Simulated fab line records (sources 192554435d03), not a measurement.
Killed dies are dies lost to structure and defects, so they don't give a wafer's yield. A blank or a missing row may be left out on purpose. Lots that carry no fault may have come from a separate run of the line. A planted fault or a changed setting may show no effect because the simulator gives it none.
What tool caused it? + flow n5 finfet + 11 lots, 33 wafers sampled, at 5 steps of a route of 1938

WHAT THE GAUGES SHOWED, per wafer
No reading from a measuring or inspecting step in the record can be judged against a usual standard deviation.

WHICH TOOL RAN EACH LOT (tool, then ch and the chambers of the sampled wafers, then the start)
| lot  | N5_BEOL_M9_PRE_CLEAN_45      | N5_BEOL_M15_DEP_53              | N5_MIM_BOT_ETCH_ETCH_03           | N5_MIM_BOT_ETCH_ETCH_00           | N5_PASSIVATION_PROBE_49 |
|------|------------------------------|---------------------------------|-----------------------------------|-----------------------------------|-------------------------|
| L775 | pvd sputter-03, day 12 18:52 | pecvd-04 ch 0,1,2, day 14 11:40 | rie metal-01 ch 0,1, day 14 16:47 | rie metal-01 ch 0,1, day 14 16:53 | -                       |
| L777 | pvd sputter-01, day 13 00:01 | pecvd-02 ch 0,2, day 14 19:02   | rie metal-01 ch 0,1, day 15 01:58 | rie metal-01 ch 0,1, day 15 02:04 | -                       |
| L779 | pvd sputter-01, day 14 06:42 | pecvd-02 ch 0,2, day 16 03:59   | rie metal-03 ch 0,1, day 16 10:08 | rie metal-03 ch 0,1, day 16 10:14 | -                       |
| L781 | pvd sputter-03, day 15 03:02 | pecvd-03 ch 0,1,2, day 16 23:57 | rie metal-01 ch 0,1, day 17 03:53 | rie metal-01 ch 0,1, day 17 03:59 | -                       |
| L780 | pvd sputter-03, day 15 03:07 | pecvd-02 ch 0,2, day 16 23:38   | rie metal-03 ch 0,1, day 17 03:43 | rie metal-03 ch 0,1, day 17 03:49 | -                       |
| L784 | pvd sputter-03, day 15 09:31 | pecvd-04 ch 0,1, day 17 02:11   | rie metal-02 ch 0,1, day 17 07:16 | rie metal-02 ch 0,1, day 17 07:21 | -                       |
| L782 | pvd sputter-01, day 15 12:10 | pecvd-04 ch 0,1,2, day 17 06:01 | rie metal-03 ch 0,1, day 17 11:50 | rie metal-03 ch 0,1, day 17 11:56 | -                       |
| L785 | pvd sputter-01, day 15 15:01 | pecvd-03 ch 0,1,2, day 17 15:25 | rie metal-01 ch 0,1, day 17 22:22 | rie metal-01 ch 0,1, day 17 22:27 | prober-01, day 18 08:48 |
| L786 | pvd sputter-01, day 15 22:55 | pecvd-04 ch 0,1,2, day 17 22:37 | rie metal-03 ch 0,1, day 18 04:05 | rie metal-03 ch 0,1, day 18 04:11 | prober-01, day 18 15:26 |
| L787 | pvd sputter-01, day 16 08:20 | pecvd-04 ch 0,1, day 18 06:14   | rie metal-01 ch 0,1, day 18 12:04 | rie metal-01 ch 0,1, day 18 12:10 | prober-02, day 19 02:43 |
| L789 | pvd sputter-02, day 16 14:59 | pecvd-03 ch 0,2, day 18 07:25   | rie metal-02 ch 0,1, day 18 11:35 | rie metal-02 ch 0,1, day 18 11:40 | prober-01, day 18 20:04 |
- N5_BEOL_M9_PRE_CLEAN_45: time 30 s.
- N5_BEOL_M15_DEP_53: deposits SiCN from 3MS/NH3, target thk 50 nm, time 17.8 s.
- N5_MIM_BOT_ETCH_ETCH_03: etches the open film in Cl2/BCl3, target depth 12 nm.
- N5_MIM_BOT_ETCH_ETCH_00: etches TiN in Cl2/BCl3, target depth 45.5 nm.
- N5_PASSIVATION_PROBE_49

WHAT THE TOOLS THEMSELVES READ (means of the sampled wafers that have a number; where no wafer has one, the mark that the record gives instead)
N5_BEOL_M9_PRE_CLEAN_45.
| lot  | tool           | heater power w (W) |
|------|----------------|--------------------|
| L775 | pvd sputter-03 | 350                |
| L777 | pvd sputter-01 | 314                |
| L779 | pvd sputter-01 | 314                |
| L781 | pvd sputter-03 | 344                |
| L780 | pvd sputter-03 | 342                |
| L784 | pvd sputter-03 | 302                |
| L782 | pvd sputter-01 | 340                |
| L785 | pvd sputter-01 | 327                |
| L786 | pvd sputter-01 | 321                |
| L787 | pvd sputter-01 | 316                |
| L789 | pvd sputter-02 | 354                |

N5_BEOL_M15_DEP_53.
| lot  | tool     | showerhead plenum p Torr (Torr) | throttle valve pct (%) |
|------|----------|---------------------------------|------------------------|
| L775 | pecvd-04 | 4.147                           | 18.7                   |
| L777 | pecvd-02 | 4.155                           | 17.6                   |
| L779 | pecvd-02 | 4.160                           | 17.6                   |
| L781 | pecvd-03 | 4.146                           | 17.4                   |
| L780 | pecvd-02 | 4.153                           | 17.6                   |
| L784 | pecvd-04 | 4.149                           | 19.6                   |
| L782 | pecvd-04 | 4.141                           | 18.7                   |
| L785 | pecvd-03 | 4.139                           | 17.5                   |
| L786 | pecvd-04 | 4.142                           | 18.8                   |
| L787 | pecvd-04 | 4.151                           | 19.8                   |
| L789 | pecvd-03 | 4.144                           | 17.5                   |

N5_MIM_BOT_ETCH_ETCH_03.
| lot  | tool         | drypump motor current A (A) | oes product au (a.u.) | throttle valve pct (%) |
|------|--------------|-----------------------------|-----------------------|------------------------|
| L775 | rie metal-01 | 5.3                         | 0.73                  | 27.53                  |
| L777 | rie metal-01 | 5.2                         | 0.73                  | 27.51                  |
| L779 | rie metal-03 | 6.1                         | 0.81                  | 27.33                  |
| L781 | rie metal-01 | 5.2                         | 0.73                  | 27.51                  |
| L780 | rie metal-03 | 6.4                         | 0.79                  | 27.37                  |
| L784 | rie metal-02 | 6.2                         | 0.80                  | 27.42                  |
| L782 | rie metal-03 | 6.0                         | 0.80                  | 27.35                  |
| L785 | rie metal-01 | 5.2                         | 0.72                  | 27.52                  |
| L786 | rie metal-03 | 6.0                         | 0.80                  | 27.35                  |
| L787 | rie metal-01 | 5.3                         | 0.72                  | 27.55                  |
| L789 | rie metal-02 | 5.9                         | 0.72                  | 27.59                  |

N5_MIM_BOT_ETCH_ETCH_00.
| lot  | tool         | drypump motor current A (A) | oes product au (a.u.) | throttle valve pct (%) |
|------|--------------|-----------------------------|-----------------------|------------------------|
| L775 | rie metal-01 | 5.4                         | 0.74                  | 21.92                  |
| L777 | rie metal-01 | 5.2                         | 0.74                  | 21.86                  |
| L779 | rie metal-03 | 6.0                         | 0.82                  | 21.75                  |
| L781 | rie metal-01 | 5.2                         | 0.73                  | 21.88                  |
| L780 | rie metal-03 | 6.4                         | 0.79                  | 21.80                  |
| L784 | rie metal-02 | 6.2                         | 0.79                  | 21.94                  |
| L782 | rie metal-03 | 6.0                         | 0.80                  | 21.76                  |
| L785 | rie metal-01 | 5.2                         | 0.73                  | 21.88                  |
| L786 | rie metal-03 | 6.0                         | 0.80                  | 21.75                  |
| L787 | rie metal-01 | 5.4                         | 0.72                  | 21.94                  |
| L789 | rie metal-02 | 5.9                         | 0.72                  | 22.12                  |

N5_PASSIVATION_PROBE_49.
| lot  | tool      | defect limited yield (%) | killed_at_M0_to_M3 | killed_at_M4_up | killed at contacts | killed at front end | killed at other | killed dies | killed on rim | killed open | killed short | sort_bin_5_function (%) | sort_bin_6_memory (%) | sort n pass | sort yield pct (%) |
|------|-----------|--------------------------|--------------------|-----------------|--------------------|---------------------|-----------------|-------------|---------------|-------------|--------------|-------------------------|-----------------------|-------------|--------------------|
| L785 | prober-01 | 91.0                     | 28                 | 19              | 8                  | 47                  | 4.0             | 106         | 15            | 67          | 38           | 5.0                     | 3.8                   | 1074        | 91.0               |
| L786 | prober-01 | 81.5                     | 42                 | 123             | 9                  | 41                  | 3.3             | 218         | 20            | 66          | 40           | 11.2                    | 4.4                   | 962         | 81.5               |
| L787 | prober-02 | 84.7                     | 27                 | 110             | 14                 | 26                  | 3.0             | 180         | 24            | 50          | 28           | 8.8                     | 3.5                   | 1000        | 84.7               |
| L789 | prober-01 | 89.9                     | 43                 | 17              | 10                 | 48                  | 1.7             | 119         | 14            | 88          | 29           | 6.1                     | 3.6                   | 1061        | 89.9               |

THE ANSWER, worked out from the rows above alone
Rule: usual is defined by the lots themselves. Put in order of their means at a reading, lots are off if they are a third of the lots or fewer, leave a main group of 4 or more, and stand apart from it by a gap of 3 or more times the standard deviation of the main group's means; of several such gaps the widest counts. A main group is skipped when, at the precision printed for the reading in the tables above, its means are all equal. Also off: a lot with no number at a reading for which 4 or more lots have one. Where the step has rows for the other lots, those lots are counted as sound. Order of review: gauges by route order, followed by the tools' own readings, for which a lot's mean as printed above is used. At the first step where some lot is off, the reading lying furthest off is the one used; lots without a number count as furthest.
No lot is off on any of the readings shown, so nothing can be concluded from this.

WHAT THE SIMULATOR HAD INSERTED
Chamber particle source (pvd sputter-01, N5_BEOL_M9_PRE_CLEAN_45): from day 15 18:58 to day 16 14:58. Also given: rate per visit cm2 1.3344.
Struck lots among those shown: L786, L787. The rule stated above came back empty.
